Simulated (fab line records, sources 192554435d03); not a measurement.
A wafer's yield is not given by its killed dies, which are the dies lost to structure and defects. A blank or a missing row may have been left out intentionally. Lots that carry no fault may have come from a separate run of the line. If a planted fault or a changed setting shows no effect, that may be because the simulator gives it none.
Chamber matching + flow n5 finfet + N5_BEOL_M14_ETCH_59 on rie diel-05: 4 sister chambers
The step etches BARC in N2/H2, target depth 89 nm, overetch 26.7 nm, time 67.9 s. 24 wafers are shown with their chamber, then 12 later ones without.

WAFERS, EACH WITH ITS CHAMBER
| wafer  | chamber | showerhead plenum p Torr (Torr) | throttle valve pct (%) | oes product au (a.u.) |
|--------|---------|---------------------------------|------------------------|-----------------------|
| L075.2 | 2       | 2.57                            | 17.72                  | 0.67                  |
| L075.4 | 0       | 2.59                            | 17.85                  | 0.71                  |
| L075.6 | 0       | 2.59                            | 17.84                  | 0.70                  |
| L074.1 | 3       | 2.46                            | 17.67                  | 0.68                  |
| L074.4 | 2       | 2.57                            | 17.74                  | 0.68                  |
| L074.6 | 2       | 2.57                            | 17.71                  | 0.68                  |
| L077.4 | 1       | 2.62                            | 18.21                  | 0.60                  |
| L077.5 | 0       | 2.59                            | 17.82                  | 0.70                  |
| L077.6 | 1       | 2.62                            | 18.22                  | 0.61                  |
| L080.1 | 1       | 2.61                            | 18.23                  | 0.60                  |
| L080.2 | 3       | 2.46                            | 17.70                  | 0.66                  |
| L080.4 | 0       | 2.58                            | 17.86                  | 0.69                  |
| L083.1 | 0       | 2.58                            | 17.86                  | 0.69                  |
| L083.4 | 3       | 2.46                            | 17.71                  | 0.66                  |
| L083.6 | 1       | 2.61                            | 18.25                  | 0.60                  |
| L085.2 | 2       | 2.56                            | 17.78                  | 0.67                  |
| L085.4 | 0       | 2.58                            | 17.88                  | 0.68                  |
| L085.5 | 1       | 2.61                            | 18.25                  | 0.60                  |
| L088.1 | 2       | 2.56                            | 17.78                  | 0.65                  |
| L088.3 | 3       | 2.45                            | 17.74                  | 0.66                  |
| L088.4 | 3       | 2.45                            | 17.71                  | 0.65                  |
| L091.1 | 2       | 2.56                            | 17.77                  | 0.65                  |
| L091.3 | 3       | 2.45                            | 17.74                  | 0.65                  |
| L091.4 | 2       | 2.56                            | 17.76                  | 0.66                  |

SIGNATURES (means of the wafers above)
| reading                  | chamber 0 | chamber 1 | chamber 2 | chamber 3 | scatter within a chamber |
|--------------------------|-----------|-----------|-----------|-----------|--------------------------|
| showerhead plenum p Torr | 2.5850    | 2.6140    | 2.5643    | 2.4550    | 0.00544                  |
| throttle valve pct       | 17.8517   | 18.2320   | 17.7514   | 17.7117   | 0.0242                   |
| oes product au           | 0.6950    | 0.6020    | 0.6657    | 0.6600    | 0.0105                   |
Rule: for each reading, subtract the chamber's mean from the wafer's reading, divide by that reading's scatter and square the result; add these up over the readings and take the root, which gives the wafer's distance from the chamber. If the next closest chamber is less than 2 further off than the closest, the wafer can't be placed; otherwise it belongs to the closest. The scatter is the square root of a quotient: the sum, over the shown wafers, of each reading's squared deviation from its chamber's mean, divided by wafers minus chambers.

WAFERS WITH NO CHAMBER GIVEN
| wafer  | showerhead plenum p Torr (Torr) | throttle valve pct (%) | oes product au (a.u.) |
|--------|---------------------------------|------------------------|-----------------------|
| L087.2 | 2.45                            | 17.74                  | 0.65                  |
| L087.4 | 2.45                            | 17.73                  | 0.65                  |
| L087.6 | 2.57                            | 17.89                  | 0.66                  |
| L092.2 | 2.55                            | 17.79                  | 0.65                  |
| L092.3 | 2.45                            | 17.75                  | 0.65                  |
| L092.5 | 2.45                            | 17.74                  | 0.64                  |
| L095.1 | 2.45                            | 17.75                  | 0.64                  |
| L095.2 | 2.55                            | 17.80                  | 0.64                  |
| L095.3 | 2.57                            | 17.92                  | 0.66                  |
| L096.1 | 2.60                            | 17.90                  | 0.80                  |
| L096.2 | 2.56                            | 17.94                  | 0.65                  |
| L096.6 | 2.60                            | 17.90                  | 0.80                  |

WHICH CHAMBER EACH ONE RAN IN
| wafer  | from the rows above     | in truth                   |
|--------|-------------------------|----------------------------|
| L087.2 | 3                       | 3                          |
| L087.4 | 3                       | 3                          |
| L087.6 | can't be placed: 0 or 2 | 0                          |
| L092.2 | 2                       | 2                          |
| L092.3 | 3                       | 3                          |
| L092.5 | 3                       | 3                          |
| L095.1 | 3                       | 3                          |
| L095.2 | 2                       | 2                          |
| L095.3 | can't be placed: 0 or 2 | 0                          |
| L096.1 | 0                       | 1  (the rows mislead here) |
| L096.2 | can't be placed: 0 or 2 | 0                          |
| L096.6 | 0                       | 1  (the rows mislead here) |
Correctly placed: 7 of 12. Can't be placed from these rows: 3 (the true chamber is among the candidates in 3). Placed wrongly: 2.
